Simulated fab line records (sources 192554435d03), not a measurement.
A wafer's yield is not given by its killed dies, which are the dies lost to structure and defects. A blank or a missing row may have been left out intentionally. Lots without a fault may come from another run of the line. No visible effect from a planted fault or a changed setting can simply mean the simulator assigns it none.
Lot-split experiment -- flow n5Finfet -- 7 lots, 39 wafers read, on a route of 1938 steps

== THE SPLIT ==
At N5_DUMMY_GATE_ETCH_31 (etches SiO2 in C4F6/O2, target depth 82.5 nm, time 27.5 s), the setting targetDepthA was moved away from the recipe's 825 angstrom on 15 of the 39 wafers read, by -12.1% to +7.7%. The other wafers ran this setting at the recipe's value.

The reading comes from the split's own step.

== THE READING ==
etch.depthNm (the simulator's own value, which no gauge read), in nm, at N5_DUMMY_GATE_ETCH_31 (etches SiO2 in C4F6/O2, target depth 82.5 nm, time 27.5 s). No usual value for it is given in the file. The 24 wafers here that ran the recipe average 81.19 nm, standard deviation 1.5 nm.

wafer,"tool, chamber at the split","targetDepthA as run, angstrom",against the recipe,"etch.depthNm, nm",against lot-mates on the recipe
L075.2,"rieDiel-03, 1",825,recipe,79.45,-
L075.3,"rieDiel-03, 3",825,recipe,80.33,-
L075.5,"rieDiel-03, 1",825,recipe,79.84,-
L077.1,"rieDiel-03, 3",825,recipe,81.4,-
L077.2,"rieDiel-03, 0,3",825,recipe,81.5,-
L077.6,"rieDiel-03, 0,3",825,recipe,81.5,-
L077.3,"rieDiel-03, 1",825,recipe,79.83,-
L077.4,"rieDiel-03, 2",825,recipe,85.29,-
L077.5,"rieDiel-03, 0",825,recipe,81.14,-
L080.1,"rieDiel-01, 2",888.9,+7.7%,88.7,+8.04
L080.2,"rieDiel-01, 3",825,recipe,80.11,-
L080.3,"rieDiel-01, 0",888.9,+7.7%,86.35,+5.69
L080.4,"rieDiel-01, 3",825,recipe,80.28,-
L080.5,"rieDiel-01, 2",825,recipe,81.58,-
L080.6,"rieDiel-01, 0",888.9,+7.7%,85.3,+4.64
L085.1,"rieDiel-03, 1",825,recipe,79.73,-
L085.2,"rieDiel-03, 3",797.9,-3.3%,78.27,-2.51
L085.3,"rieDiel-03, 0",825,recipe,79.75,-
L085.4,"rieDiel-03, 2",797.9,-3.3%,80.19,-0.59
L085.5,"rieDiel-03, 2",825,recipe,82.86,-
L085.6,"rieDiel-03, 3",797.9,-3.3%,78.96,-1.82
L090.1,"rieDiel-01, 2",883,+7.0%,88.08,+8.18
L090.2,"rieDiel-01, 3",825,recipe,79.3,-
L090.3,"rieDiel-01, 0",825,recipe,78.79,-
L090.4,"rieDiel-01, 1",883,+7.0%,85.35,+5.45
L090.5,"rieDiel-01, 2",825,recipe,81.6,-
L090.6,"rieDiel-01, 3",883,+7.0%,84.28,+4.38
L096.1,"rieDiel-01, 3",725.2,-12.1%,68.91,-13.44
L096.2,"rieDiel-01, 2",825,recipe,81.38,-
L096.3,"rieDiel-01, 1",725.2,-12.1%,70.99,-11.36
L096.4,"rieDiel-01, 0",825,recipe,82.98,-
L096.5,"rieDiel-01, 1",725.2,-12.1%,70.81,-11.54
L096.6,"rieDiel-01, 0",825,recipe,82.7,-
L097.1,"rieDiel-02, 1",749.4,-9.2%,73.65,-8.72
L097.2,"rieDiel-02, 0",749.4,-9.2%,75.72,-6.65
L097.3,"rieDiel-02, 2",749.4,-9.2%,76.19,-6.18
L097.4,"rieDiel-02, 3",825,recipe,82.12,-
L097.5,"rieDiel-02, 2",825,recipe,83.79,-
L097.6,"rieDiel-02, 1",825,recipe,81.19,-
Rows listing several chambers each stand for several wafers; the file does not say which wafer went through which chamber.

THE FIT
A straight line over all 39 wafers: etch.depthNm changes by +0.77 nm for each +1% of targetDepthA; r = +0.93; the points scatter about the line by 1.6 nm.
The same after taking each lot's own level away (the mean of its wafers on the recipe; 39 wafers): +0.877 nm for each +1%; r = +0.96; scatter 1.4 nm.
Per that fit: largest targetDepthA move, reading shift of 11 nm.
The span of the lots' own levels, 79.873 to 82.367 nm, comes to 1.6 times the standard deviation stated above.
Thus the slope moves with the lot-to-lot level: the two fits are different.
Check: with one of the wafers moved furthest among these (-12.1%) left out of the fit, the line predicts -10.1 nm for it against its lot-mates. Against them it came out at -13.4 nm.

== FURTHER SPLITS ON THESE WAFERS ==
Other splits were also applied to these wafers ahead of the reading. Each is held against what the fit with the lots' levels taken away leaves over:
other split on the same wafers,wafers away from the commonest value,r with etch.depthNm (lot level and that fit taken away)
N5_FIN_CUT_CUT_ETCH_26 timeS,15,+0.23

== THE FILE'S OWN FIT ==
etch.depthNm changes by +0.877 nm for each +1% of targetDepthA, r = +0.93.
